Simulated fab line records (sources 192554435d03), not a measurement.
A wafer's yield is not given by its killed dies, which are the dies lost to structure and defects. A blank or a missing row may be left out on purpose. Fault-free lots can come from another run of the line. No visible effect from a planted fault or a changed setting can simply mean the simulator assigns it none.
The tool behind it: which one? | flow n5 finfet | 12 lots (36 wafers sampled), 1 step of a 1938-step route

== WHAT THE GAUGES SHOWED, per wafer ==
N5_MOL_CONTACT_COAG_INSPECT_10: inspects for defects (brightfield).
lot  | measured     | on                | raw defect count
L075 | day 5 01:47  | defect inspect-01 | 93 57 65
L077 | day 5 14:12  | defect inspect-02 | 85 62 81
L079 | day 6 01:53  | defect inspect-01 | 57 55 41
L081 | day 6 15:06  | defect inspect-01 | 33 41 31
L083 | day 6 22:46  | defect inspect-01 | 55 38 78
L085 | day 7 11:00  | defect inspect-01 | 35 49 49
L087 | day 8 00:56  | defect inspect-02 | 46 52 84
L089 | day 8 15:33  | defect inspect-01 | 60 73 81
L091 | day 9 01:48  | defect inspect-01 | 46 67 45
L093 | day 9 09:36  | defect inspect-02 | 44 51 27
L095 | day 9 21:31  | defect inspect-02 | 51 108 53
L097 | day 10 08:30 | defect inspect-01 | 60 117 77

== TOOL THAT RAN EACH LOT (tool first, then ch and the chambers of the sampled wafers, then the start) ==
Before these readings, the record contains no process step.

== THE ANSWER, worked out from the rows above alone ==
Rule: what is usual is taken from the lots themselves. The widest of any qualifying gaps counts: lots, ordered by their means at a reading, are off when they make up no more than a third of the lots, leave a main group of 4 or more, and stand apart from it by 3 or more times the standard deviation of that group's means. A main group is skipped when, at the precision printed for the reading in the tables above, its means are all equal. A lot without any number at a reading at which 4 lots or more have one is off too. Any other lot the step has rows for is counted as sound.
Across all readings shown, no lot is off: no conclusion can be drawn from this.

== WHAT THE SIMULATOR PUT IN ==
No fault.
